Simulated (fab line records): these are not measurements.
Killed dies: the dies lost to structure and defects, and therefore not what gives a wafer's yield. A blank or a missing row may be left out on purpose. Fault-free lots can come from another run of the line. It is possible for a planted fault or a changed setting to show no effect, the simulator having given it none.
Matching of chambers ; flow n5_finfet ; N5_BEOL_M5_ILD_DEP_00 on pecvd-02 has 3 sister chambers
The step deposits SiCOH lowk from DEMS/porogen, target thk 140.64 nm, time 25.9 s. 16 wafers are shown with their chamber, then 8 later ones without.

## EACH WAFER AND ITS CHAMBER
wafer;chamber;throttle_valve_pct (%);heater_power_w (W);showerhead_plenum_p_Torr (Torr)
L204.1;1;13.7;446;5.753
L204.3;2;13.1;425;5.734
L204.5;2;13.0;336;5.755
L208.3;2;12.5;401;5.744
L208.4;0;14.1;312;5.742
L208.5;2;13.1;402;5.734
L207.2;1;14.0;395;5.753
L207.3;2;13.1;381;5.736
L207.6;2;13.4;375;5.732
L209.1;2;13.2;426;5.728
L209.2;1;13.8;408;5.759
L209.5;1;14.1;428;5.757
L210.2;1;14.0;424;5.748
L210.5;2;13.3;432;5.740
L210.6;0;14.1;319;5.751
L219.1;0;14.1;328;5.744

SIGNATURES (means of the wafers above)
reading;chamber 0;chamber 1;chamber 2;scatter within a chamber
throttle_valve_pct;14.100;13.920;13.088;0.218
heater_power_w;319.67;420.20;397.25;26.3
showerhead_plenum_p_Torr;5.74567;5.75400;5.73787;0.00689
Rule: for each reading, subtract the chamber's mean from the wafer's reading, divide by that reading's scatter and square the result; add these up over the readings and take the root, which gives the wafer's distance from the chamber. If the next closest chamber is less than 2 further off than the closest, the wafer can't be placed; otherwise it belongs to the closest. The scatter: take each reading less its chamber's mean, square it, sum over the shown wafers, divide by the number of wafers less the number of chambers, and take the root.

## WAFERS WITHOUT THEIR CHAMBER
wafer;throttle_valve_pct (%);heater_power_w (W);showerhead_plenum_p_Torr (Torr)
L219.3;13.0;399;5.722
L219.6;13.5;401;5.731
L221.1;13.3;417;5.728
L221.4;13.3;420;5.734
L221.5;14.1;296;5.767
L222.1;14.1;262;5.729
L222.4;13.9;263;5.756
L222.6;13.4;355;5.736

## THE CHAMBER EACH PASSED THROUGH
wafer;from the rows above;in truth
L219.3;2;2
L219.6;can't be placed: 2 or 1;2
L221.1;2;2
L221.4;2;2
L221.5;can't be placed: 0 or 1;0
L222.1;0;0
L222.4;0;0
L222.6;can't be placed: 2 or 0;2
5 of 8 placed correctly. Cannot be placed on the basis of these rows: 3; the candidates contain the true chamber in 3. Wrongly placed: 0.
